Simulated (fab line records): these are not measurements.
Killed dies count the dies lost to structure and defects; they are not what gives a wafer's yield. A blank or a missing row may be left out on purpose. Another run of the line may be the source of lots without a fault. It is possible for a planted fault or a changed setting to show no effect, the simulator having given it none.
Matching of chambers -- flow nand-harc -- NHARC_A_CHANNEL_FILL_D1_STRIP_28 on rie-diel-10 has 4 sister chambers
The step strips in O2, time 20 s. 24 wafers are shown with their chamber, then 12 later ones without.

WAFERS PAIRED WITH THEIR CHAMBERS
wafer,chamber,oes-product-au (a.u.),rf-vpp-V (V),throttle-valve-pct (%)
L076.3,1,0.994,57.5,17.045
L076.5,0,1.002,58.8,17.034
L076.6,3,1.011,59.4,17.024
L078.1,0,1.003,58.2,17.031
L078.4,2,0.989,57.2,17.039
L078.5,0,1.007,55.7,17.028
L081.1,0,0.996,56.2,17.037
L081.2,2,0.991,57.9,17.033
L081.4,3,0.999,56.5,17.038
L082.2,1,1.002,57.4,17.039
L082.3,2,0.996,57.6,17.033
L082.4,3,0.995,58.4,17.041
L083.1,2,1.000,56.4,17.033
L083.2,0,1.003,59.0,17.047
L083.4,1,0.990,58.4,17.026
L084.2,2,0.996,56.3,17.042
L084.4,1,1.000,59.1,17.022
L084.5,1,1.000,57.4,17.029
L087.1,0,1.005,58.5,17.034
L087.2,1,0.999,56.9,17.041
L087.4,2,1.004,58.1,17.032
L085.1,0,1.003,59.1,17.040
L085.3,2,0.990,57.4,17.048
L085.6,2,0.989,57.8,17.044

SIGNATURES, as means of the wafers listed above
reading,chamber 0,chamber 1,chamber 2,chamber 3,scatter within a chamber
oes-product-au,1.00271,0.99750,0.99438,1.00167,0.00515
rf-vpp-V,57.929,57.783,57.337,58.100,1.06
throttle-valve-pct,17.03586,17.03367,17.03800,17.03433,0.00739
Rule: a wafer lies at a distance from a chamber equal to the root of the sum of squares, over the readings, of (its reading less the chamber's mean, divided by the reading's scatter). If the next closest chamber is less than 2 further off than the closest, the wafer can't be placed; otherwise it belongs to the closest. The scatter: the root of (the sum of the squares of (reading less its chamber's mean) over the shown wafers, divided by (wafers less chambers)).

WAFERS WHOSE CHAMBER IS MISSING
wafer,oes-product-au (a.u.),rf-vpp-V (V),throttle-valve-pct (%)
L093.3,0.995,59.5,17.030
L093.4,1.010,58.9,17.046
L093.5,0.985,55.9,17.072
L091.3,1.001,56.4,17.036
L091.4,0.997,57.5,17.023
L091.5,0.998,57.3,17.027
L094.3,0.990,58.1,17.066
L094.4,0.989,58.7,17.045
L094.6,0.993,57.2,17.042
L097.1,0.994,57.3,17.037
L097.3,0.997,59.2,17.036
L097.4,0.994,57.0,17.033

CHAMBER TAKEN BY EACH
wafer,from the rows above,in truth
L093.3,can't be placed: 1 or 3 or 0 or 2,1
L093.4,can't be placed: 0 or 3 or 1 or 2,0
L093.5,can't be placed: 2 or 1 or 0 or 3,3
L091.3,can't be placed: 0 or 1 or 2 or 3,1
L091.4,can't be placed: 1 or 3 or 2 or 0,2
L091.5,can't be placed: 1 or 3 or 0 or 2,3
L094.3,can't be placed: 2 or 1 or 0 or 3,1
L094.4,can't be placed: 2 or 1 or 3 or 0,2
L094.6,can't be placed: 2 or 1 or 3 or 0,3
L097.1,can't be placed: 2 or 1 or 3 or 0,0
L097.3,can't be placed: 1 or 3 or 0 or 2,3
L097.4,can't be placed: 2 or 1 or 3 or 0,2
Correct placement for 0 of the 12. Not placeable from these rows: 12 (in 12, the candidates include the true chamber). Placed wrongly: 0.
